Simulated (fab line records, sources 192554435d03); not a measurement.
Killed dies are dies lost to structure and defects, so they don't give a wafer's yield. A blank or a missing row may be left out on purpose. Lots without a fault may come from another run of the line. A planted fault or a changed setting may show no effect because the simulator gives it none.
Chamber matching | flow n5_finfet | N5_BEOL_M7_CMP_52 on cmp-03: 4 sister chambers
The step polishes, stops on SiCOH lowk, t overpolish 6.9 s, target thk 80 nm. 18 wafers are shown with their chamber, then 9 later ones without.

WAFERS WITH THEIR CHAMBER
wafer  | chamber | motor_current_A (A) | time_to_endpoint_s (s) | barrier_field_endpoint_s (s)
L074.2 | 1       | 6.0                 | 61                     | 28.2
L074.3 | 0       | 8.1                 | 60                     | 27.9
L074.6 | 1       | 5.7                 | 59                     | 28.5
L077.3 | 1       | 5.9                 | 62                     | 28.8
L077.5 | 1       | 5.8                 | 62                     | 29.2
L077.6 | 0       | 8.1                 | 65                     | 29.2
L076.1 | 0       | 7.5                 | 59                     | 27.1
L076.4 | 1       | 5.7                 | 61                     | 28.7
L076.5 | 3       | 4.9                 | 64                     | 28.6
L078.1 | 0       | 7.8                 | 64                     | 29.3
L078.2 | 2       | 6.3                 | 61                     | 28.3
L078.3 | 1       | 6.0                 | 60                     | 28.6
L079.2 | 1       | 6.0                 | 57                     | 27.8
L079.4 | 3       | 4.8                 | 63                     | 29.5
L079.6 | 3       | 5.0                 | 62                     | 29.4
L081.2 | 1       | 5.9                 | 58                     | 28.3
L081.3 | 0       | 8.5                 | 59                     | 27.9
L081.5 | 2       | 6.4                 | 61                     | 28.6

SIGNATURES (means of the wafers above)
reading                  | chamber 0 | chamber 1 | chamber 2 | chamber 3 | scatter within a chamber
motor_current_A          | 8.000     | 5.875     | 6.350     | 4.900     | 0.224
time_to_endpoint_s       | 61.40     | 60.00     | 61.00     | 63.00     | 2.06
barrier_field_endpoint_s | 28.280    | 28.512    | 28.450    | 29.167    | 0.618
Rule: a wafer's distance from a chamber is the root of the sum, over the readings, of the square of ((its reading less the chamber's mean) divided by the reading's scatter). The wafer belongs to the nearest chamber; if the next one is less than 2 further off, it can't be placed. The scatter: the root of (the sum of the squares of (reading less its chamber's mean) over the shown wafers, divided by (wafers less chambers)).

WAFERS WITHOUT THEIR CHAMBER
wafer  | motor_current_A (A) | time_to_endpoint_s (s) | barrier_field_endpoint_s (s)
L088.2 | 6.1                 | 63                     | 28.6
L088.5 | 6.1                 | 66                     | 28.9
L088.6 | 6.2                 | 69                     | 28.8
L090.2 | 6.0                 | 62                     | 28.8
L090.3 | 5.0                 | 65                     | 29.4
L090.4 | 7.6                 | 65                     | 29.6
L096.3 | 5.9                 | 59                     | 27.8
L096.5 | 7.9                 | 63                     | 28.7
L096.6 | 6.0                 | 57                     | 28.5

WHICH CHAMBER EACH WENT THROUGH
wafer  | from the rows above     | in truth
L088.2 | can't be placed: 2 or 1 | 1
L088.5 | can't be placed: 2 or 1 | 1
L088.6 | can't be placed: 2 or 1 | 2
L090.2 | can't be placed: 1 or 2 | 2
L090.3 | 3                       | 3
L090.4 | 0                       | 0
L096.3 | can't be placed: 1 or 2 | 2
L096.5 | 0                       | 0
L096.6 | can't be placed: 1 or 2 | 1
Placed correctly: 3 of 9. Can't be placed from these rows: 6 (the true chamber is among the candidates in 6). Placed wrongly: 0.
